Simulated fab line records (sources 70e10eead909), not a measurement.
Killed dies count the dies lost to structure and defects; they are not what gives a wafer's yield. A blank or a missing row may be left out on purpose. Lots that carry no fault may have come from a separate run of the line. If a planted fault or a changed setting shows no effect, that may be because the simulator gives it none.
fab line records	flow nandHarc
record lots=13	wafers=37	lastDay=33
route steps=1302 shown A_BLC@1123 THIN_TSV@1263 END@1302
lots with no fault: from the same line, run without faults
startH: the number of hours between the record's first day and the start of the first shown wafer of the lot	waitH: hours since the lot's step before	" repeats the value in the row above	L1.1+2: several wafers, shown together as one row	- no value, or no start given	* or withheld: withheld	< > ~ a bound
route shown NAME@n: NAME is a module with steps in the file, n the number in the route of the first one	usual: mean and standard deviation over wafers with no fault	same: alike in all rows	chamber/n: place in a boat	sites: per-site readings	_std_site: standard deviation across them	_edge_site: inner sites' mean taken away from outer sites' mean	radiusMm: how far each site lies from the wafer's centre	mask NAME#n: copy n	behind: the most recent tool/chamber to have shaped the wafer	hold: why the lot was held/for how many hours/how that ended	device: the transistor (n, p or np) that didn't switch	end of line: at the end of the route, the tests of the same wafers	where a step has no rows: the recipe by itself	killed: not the wafer's yield, but the dies lost to structure and defects at the first sort	map: dies across one wafer; x = killed, . = not, _ = none there
set.NAME: the run value of the setting; set.NAME@STEP: its run value at that earlier step	model.NAME: the simulator's own value behind a step, which no gauge read
a sample of lots followed through the steps of the route, with each step as a table and each wafer as a row
services: the hour from which a tool's chamber was out of use, counted from the record's first day as startH (under 0 if before that day), plus the number of hours and why
## steps
# step NHARC_A_BLC_ETCH_18
# recipe targetDepthA=9100	c4f8FlowSccm=20	o2FlowSccm=10	arFlowSccm=withheld	rfW=600	biasW=1500	chemistry=C4F8/O2/Ar
# usual chamberPressureMTorr=24.999/0.024	oesProductAu=0.950/0.022	rfFwdPowerW=599.1/1.6	rfVppV=976/3.9
lot.wafer	tool	chamber	startH	waitH	chamberPressureMTorr	oesProductAu	rfFwdPowerW	rfHoursCounterH	rfVppV
L918.2	rieDiel-12	3	523.11	-	25.013	0.971	600.1	6	973
L918.1	"	2	"	"	25.021	0.976	597.8	6	975
L918.6	"	0	"	"	25.020	0.943	599.6	-	982
L919.1	rieDiel-12	0	524.32	-	24.963	0.958	599.0	6	984
L919.3	"	1	"	"	25.037	0.962	600.6	6	976
L919.6	"	2	"	"	24.978	0.943	599.3	-	975
L921.1	rieDiel-13	3	542.81	-	24.956	0.970	600.1	1	970
L921.6	"	1	"	"	25.029	0.984	600.3	-	979
L921.5	"	2	"	"	25.017	0.983	599.1	-	975
L926.1	rieDiel-13	0	594.04	-	24.975	0.949	598.6	5	973
L926.2	"	2	"	"	24.968	0.942	598.5	5	975
L926.4	"	3	"	"	24.985	0.912	601.6	4	968
L928.2	rieDiel-13	3	629.20	-	25.012	0.879	599.4	5	970
L928.3	"	1	"	"	25.030	0.930	598.9	7	978
L929.4	rieDiel-13	1	630.84	-	25.017	0.885	598.5	7	979
L929.2	"	3	"	"	24.985	0.889	601.5	6	971
L935.2	rieDiel-12	0	677.23	-	25.003	0.954	598.2	4	981
L935.1	"	3	"	"	25.002	0.980	600.2	4	975
L935.5	"	0	"	"	25.025	0.963	598.0	-	984
L934.1	rieDiel-12	0	695.94	-	24.998	0.962	602.8	4	982
L934.3	"	3	"	"	25.009	0.979	600.2	5	975
L934.5	"	0	"	"	24.996	0.965	601.4	-	982
L936.2	rieDiel-12	3	705.57	-	24.952	0.915	599.8	6	975
L936.4	"	0	"	"	25.002	0.919	599.0	5	982
L936.1	"	1	"	"	25.013	0.919	600.4	5	976
L937.1	rieDiel-12	1	719.47	-	24.990	0.975	599.5	6	977
L937.5	"	2	"	"	25.020	0.963	598.9	-	973
L937.6	"	3	"	"	25.016	0.972	599.9	-	975
L938.1	rieDiel-13	2	719.67	-	24.995	0.964	597.2	1	974
L938.4	"	2	"	"	24.983	0.953	596.2	-	973
L938.6	"	3	"	"	25.028	0.970	598.7	-	968
L940.1	rieDiel-13	0	727.76	-	25.002	0.958	598.3	1	972
L940.3	"	2	"	"	24.971	0.957	598.4	2	974
L940.6	"	1	"	"	25.003	0.973	598.5	-	978
L941.4	rieDiel-12	1	749.47	-	24.966	0.966	596.7	8	975
L941.2	"	2	"	"	24.999	0.970	600.0	9	974
L941.1	"	3	"	"	25.002	0.953	599.3	10	972
# step NHARC_THIN_TSV_ETCH_15
# recipe targetDepthA=30000	boschTargetOveretchCycles=2	boschEtchStepS=2.8	boschDepStepS=1.2	boschCycles=14
# usual drypumpMotorCurrentA=5.9/0.35	heBacksideLeakSccm=2.73/0.24
lot.wafer	tool	chamber	startH	waitH	drypumpMotorCurrentA	heBacksideLeakSccm	rfHoursCounterH
L918.1	rieSi-03	1	550.74	-	6.2	2.54	0.8
L918.2	"	2	"	"	5.6	2.35	1.0
L918.6	"	1	"	"	6.3	2.69	-
L919.1	rieSi-03	0	552.07	-	5.6	3.00	0.9
L919.3	"	1	"	"	6.3	2.56	0.9
L919.6	"	1	"	"	6.3	2.75	-
L921.1	rieSi-01	0	570.54	-	6.0	2.93	0.0
L921.5	"	3	"	"	5.3	2.96	-
L921.6	"	0	"	"	6.0	2.80	-
L926.4	rieSi-01	2	624.57	-	6.2	2.80	0.4
L926.1	"	3	"	"	5.3	2.85	0.4
L926.2	"	1	"	"	6.0	2.80	0.5
L928.2	rieSi-03	3	659.53	-	5.7	3.05	0.4
L928.3	"	1	"	"	6.3	2.52	0.5
L929.4	rieSi-03	2	661.97	-	5.6	2.34	0.4
L929.2	"	3	"	"	5.7	2.89	0.5
L935.2	rieSi-01	0	706.25	-	6.0	2.56	1.0
L935.1	"	1	"	"	6.1	2.96	1.1
L935.5	"	3	"	"	5.3	2.84	-
L934.1	rieSi-06	0	727.12	-	6.4	2.59	0.6
L934.3	"	3	"	"	6.0	2.75	0.6
L934.5	"	1	"	"	6.5	2.21	-
L936.4	rieSi-06	2	748.44	-	5.4	2.52	0.7
L936.1	"	3	"	"	6.1	2.80	0.7
L936.2	"	1	"	"	6.4	2.28	0.6
L937.1	rieSi-01	1	749.79	-	6.0	2.86	0.1
L937.6	"	0	"	"	6.0	2.78	-
L937.5	"	1	"	"	6.0	2.93	-
L938.1	rieSi-03	3	750.96	-	5.7	2.94	1.1
L938.4	"	1	"	"	6.2	2.67	1.0
L938.6	"	0	"	"	5.6	2.99	-
L940.3	rieSi-06	0	759.06	-	6.4	2.73	0.9
L940.1	"	2	"	"	5.4	2.45	0.7
L940.6	"	0	"	"	6.4	2.54	-
L941.4	rieSi-03	3	778.21	-	5.7	2.81	0.0
L941.2	"	0	"	"	5.6	3.05	0.0
L941.1	"	2	"	"	5.6	2.35	0.0
# step NHARC_THIN_TSV_PRE_CLEAN_50
# recipe timeS=30	tempC=280	gas=H2/He
# usual heaterPowerW=394/41
lot.wafer	tool	chamber	startH	waitH	heaterPowerW
L918.2	pvdSputter-01	-	-	-	423
L918.1	"	-	"	"	408
L918.6	"	-	"	"	374
L919.1	pvdSputter-02	-	-	-	443
L919.3	"	-	"	"	372
L919.6	"	-	"	"	479
L921.1	pvdSputter-02	-	-	-	382
L921.5	"	-	"	"	330
L921.6	"	-	"	"	377
L926.4	pvdSputter-01	-	-	-	425
L926.2	"	-	"	"	394
L926.1	"	-	"	"	432
L928.3	pvdSputter-02	-	-	-	336
L928.2	"	-	"	"	389
L929.4	pvdSputter-01	-	-	-	390
L929.2	"	-	"	"	427
L935.1	pvdSputter-02	-	-	-	402
L935.2	"	-	"	"	338
L935.5	"	-	"	"	392
L934.1	pvdSputter-01	-	-	-	390
L934.3	"	-	"	"	421
L934.5	"	-	"	"	423
L936.1	pvdSputter-02	-	-	-	377
L936.2	"	-	"	"	491
L936.4	"	-	"	"	363
L937.1	pvdSputter-03	-	-	-	422
L937.5	"	-	"	"	349
L937.6	"	-	"	"	391
L938.1	pvdSputter-02	-	-	-	388
L938.4	"	-	"	"	486
L938.6	"	-	"	"	331
L940.1	pvdSputter-02	-	-	-	331
L940.3	"	-	"	"	391
L940.6	"	-	"	"	334
L941.2	pvdSputter-03	-	-	-	372
L941.1	"	-	"	"	434
L941.4	"	-	"	"	345
# step NHARC_THIN_TSV_ETCH_36
# recipe targetDepthA=650	overEtchFrac=0.3	timeS=18.571	ionEnergyEv=150	chemistry=Cl2/BCl3
# usual chamberPressureMTorr=9.999/0.0094	drypumpMotorCurrentA=5.7/0.4	heBacksideLeakSccm=3.4/0.43	oesProductAu=0.996/0.007
# same overEtchFrac=0.3
lot.wafer	tool	chamber	startH	waitH	chamberPressureMTorr	drypumpMotorCurrentA	heBacksideLeakSccm	oesProductAu	rfHoursCounterH
L918.1	rieMetal-01	1	556.44	0.2	9.986	6.0	3.5	0.997	3.0
L918.2	"	0	"	"	10.002	5.1	3.1	0.994	3.0
L918.6	"	1	"	"	9.994	6.0	3.5	0.991	-
L919.1	rieMetal-03	0	557.71	0.2	10.020	6.6	3.0	0.986	0.5
L919.3	"	1	"	"	10.006	5.4	3.8	0.989	-
L919.6	"	1	"	"	10.019	5.4	3.6	0.990	-
L921.1	rieMetal-03	1	576.05	0.2	10.009	5.4	3.6	0.995	0.7
L921.5	"	1	"	"	10.000	5.4	3.6	1.002	-
L921.6	"	0	"	"	9.983	6.5	2.9	0.999	-
L926.1	rieMetal-02	1	630.10	0.2	10.001	5.9	3.2	1.005	3.0
L926.2	"	1	"	"	10.000	5.9	3.2	0.988	-
L926.4	"	1	"	"	9.995	5.9	3.1	0.998	-
L928.2	rieMetal-01	0	665.15	0.2	10.003	5.2	3.3	0.996	1.0
L928.3	"	1	"	"	10.003	6.0	3.5	1.005	-
L929.2	rieMetal-02	1	667.56	0.2	9.994	5.9	3.3	1.002	1.1
L929.4	"	1	"	"	10.001	5.9	3.2	0.986	-
L935.2	rieMetal-01	1	711.84	0.2	9.995	6.0	3.6	1.015	1.8
L935.1	"	0	"	"	9.986	5.1	2.9	0.998	1.8
L935.5	"	0	"	"	9.998	5.1	3.0	0.998	-
L934.1	rieMetal-02	1	732.66	0.2	10.006	5.9	3.3	0.998	2.0
L934.3	"	1	"	"	10.003	5.9	3.4	1.001	-
L934.5	"	0	"	"	10.009	5.6	3.4	0.985	-
L936.1	rieMetal-03	1	754.40	0.4	10.000	5.4	3.5	1.002	1.8
L936.2	"	1	"	"	10.000	5.4	3.6	0.984	-
L936.4	"	1	"	"	10.005	5.4	3.6	0.997	-
L937.1	rieMetal-02	0	755.54	0.2	10.002	5.6	3.4	0.982	2.3
L937.5	"	0	"	"	9.987	5.6	3.3	0.999	-
L937.6	"	1	"	"	9.993	5.9	3.4	0.993	-
L938.1	rieMetal-03	1	756.67	0.4	10.006	5.4	3.5	0.994	2.2
L938.4	"	1	"	"	10.005	5.4	3.3	0.995	-
L938.6	"	1	"	"	9.993	5.4	3.6	0.993	-
L940.1	rieMetal-03	1	764.98	0.4	10.014	5.4	3.6	0.993	2.8
L940.3	"	1	"	"	10.000	5.4	3.4	0.988	-
L940.6	"	1	"	"	10.003	5.4	3.4	1.009	-
L941.1	rieMetal-02	0	783.83	0.2	9.992	5.6	3.4	0.990	2.9
L941.2	"	1	"	"	9.997	5.9	3.3	0.994	3.3
L941.4	"	0	"	"	9.994	5.6	3.4	0.981	-
# step NHARC_END_SORT_01
# recipe tempC=25
# usual killedAtArray=46/15	killedAtOther=0.8/1.1	killedAtPeriphery=4.0/2.9	killedDies=50/15	killedOpen=3.2/1.8	killedShort=2.3/1.6
# same grossDies=677
lot.wafer	tool	chamber	startH	waitH	killedAtArray	killedAtOther	killedAtPeriphery	killedDies	killedOpen	killedShort
L926.1	prober-01	0	638.69	2.5	20	0	2	22	3	0
L926.2	prober-01	0	639.50	2.8	155	1	5	161	3	0
L926.4	prober-01	0	641.12	3.4	148	0	5	153	1	1
L929.2	prober-02	0	676.12	2.8	126	0	0	126	3	2
L929.4	prober-02	0	677.71	3.4	174	1	0	175	2	3
L928.2	prober-01	0	683.86	2.8	127	0	3	130	2	1
L928.3	prober-01	0	684.68	3.1	30	0	5	35	6	2
# killed by level:class
L926.1 A_CHANNEL_HOLE_D2:chamberFilmFlake=11 A_CHANNEL_HOLE_D1:chamberFilmFlake=3 P_M1:geometricParticle:open=1 A_ONON_D2:geometricParticle:open=1 A_SGD_CUT:geometricParticle:open=1 A_CHANNEL_FILL_D2:chamberFilmFlake=1 P_M0:chamberFilmFlake=1 A_STAIRCASE:chamberFilmFlake=1
L926.2 A_BLC:areaEtch=130 A_CHANNEL_HOLE_D2:chamberFilmFlake=11 A_CHANNEL_HOLE_D1:chamberFilmFlake=5 A_CONTACT:chamberFilmFlake=3 P_GATE:chamberFilmFlake=2 A_DECK1_JOINT:chamberFilmFlake=2 A_BONDPAD:chamberFilmFlake=2 P_CONTACT:geometricParticle:open=1
L926.4 A_BLC:areaEtch=127 A_CHANNEL_HOLE_D2:chamberFilmFlake=9 P_GATE:chamberFilmFlake=3 A_CHANNEL_HOLE_D1:chamberFilmFlake=3 A_CONTACT:chamberFilmFlake=2 A_BONDPAD:chamberFilmFlake=2 P_GATE:geometricParticle:short=1 A_M1:geometricParticle:open=1
L929.2 A_BLC:areaEtch=71 A_CHANNEL_HOLE_D1:chamberFilmFlake=25 A_SLIT:chamberFilmFlake=22 A_SGD_CUT:geometricParticle:open=2 A_WL_FILL:geometricParticle:short=1 A_M0:geometricParticle:open=1 A_M0:geometricParticle:short=1 A_ZERO_WELL:chamberFilmFlake=1
L929.4 A_BLC:areaEtch=111 A_SLIT:chamberFilmFlake=27 A_CHANNEL_HOLE_D1:chamberFilmFlake=25 A_ZERO_WELL:chamberFilmFlake=2 A_DECK1_JOINT:chamberFilmFlake=2 A_ONON_D1:geometricParticle:short=1 A_CHANNEL_HOLE_D2:geometricParticle:open=1 A_WL_FILL:geometricParticle:short=1
L928.2 A_BLC:areaEtch=93 A_CHANNEL_HOLE_D1:chamberFilmFlake=24 A_CONTACT:chamberFilmFlake=3 P_GATE:chamberFilmFlake=2 A_WL_FILL:chamberFilmFlake=2 A_CHANNEL_FILL_D1:geometricParticle:open=1 A_CONTACT:geometricParticle:short=1 A_BLC:geometricParticle:open=1
L928.3 A_CHANNEL_HOLE_D1:chamberFilmFlake=19 P_M2:chamberFilmFlake=3 P_M0:geometricParticle:open=2 A_ONON_D1:geometricParticle:open=2 A_CONTACT:chamberFilmFlake=2 A_CHANNEL_FILL_D1:geometricParticle:short=1 A_ONON_D2:geometricParticle:short=1 A_WL_FILL:geometricParticle:open=1
## services
tool	chamber	startH	hours	kind
rieDiel-13	1	517.50	1.8	repair
rieDiel-13	-	519.00	9.0	pm
rieMetal-03	-	519.00	9.0	pm
pvdSputter-02	-	552.21	1.7	repair
rieDiel-12	1	554.42	7.1	repair
rieDiel-12	2	554.98	1.9	repair
rieDiel-12	-	561.29	0.2	repair
rieSi-03	-	577.31	9.0	pm
rieDiel-13	-	595.37	2.4	repair
rieDiel-12	-	622.40	9.0	pm
rieSi-03	3	632.58	5.9	repair
pvdSputter-02	-	638.08	10.0	pm
rieDiel-13	-	645.25	1.0	repair
rieDiel-13	2	646.59	5.3	repair
rieMetal-03	0	661.21	2.1	repair
rieSi-03	-	668.16	6.6	repair
rieSi-03	-	678.84	1.9	repair
rieDiel-13	-	696.00	9.0	pm
rieMetal-03	-	696.00	9.0	pm
rieDiel-13	0	711.56	8.8	repair
pvdSputter-02	-	720.93	2.3	repair
rieSi-03	-	736.43	1.3	repair
rieMetal-03	-	742.19	2.4	repair
rieSi-03	-	754.31	9.0	pm
## key
firstSign step=NHARC_A_BLC_ETCH_18	reading=oesProductAu	direction=down	sigmas=2.2	usual=0.950	struck=0.901	wafersMoved=3
effect step=NHARC_END_SORT_01	reading=killedAtArray	direction=up	sigmas=6.6	usual=46	struck=146
moreKillsBornAt NHARC_A_BLC_ETCH_18@rieDiel-13=532
metAt NHARC_A_BLC_ETCH_18
struckLots L926,L928,L929
struckWafers L926.2,L926.4,L928.2,L929.2,L929.4
testerLeftOut L926,L928,L929
notActingAt NHARC_THIN_TSV_ETCH_15,NHARC_THIN_TSV_PRE_CLEAN_50,NHARC_THIN_TSV_ETCH_36
onsetBetween 542.81 594.04
fault kind=processParameterDrift	tool=rieDiel-13	chamber=-	onsetH=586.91	steps=NHARC_A_BLC_ETCH_18	channel=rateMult	offset=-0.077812	shape=step	endH=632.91	scope=struckWafersOnly
# testerLeftOut: of these lots the tester's yield and bins aren't shown, on N5 and GAA mostly nor the transistor test; their killed dies are dies lost to structure and defects alone, not to doping, threshold or leakage, so they don't give the yield
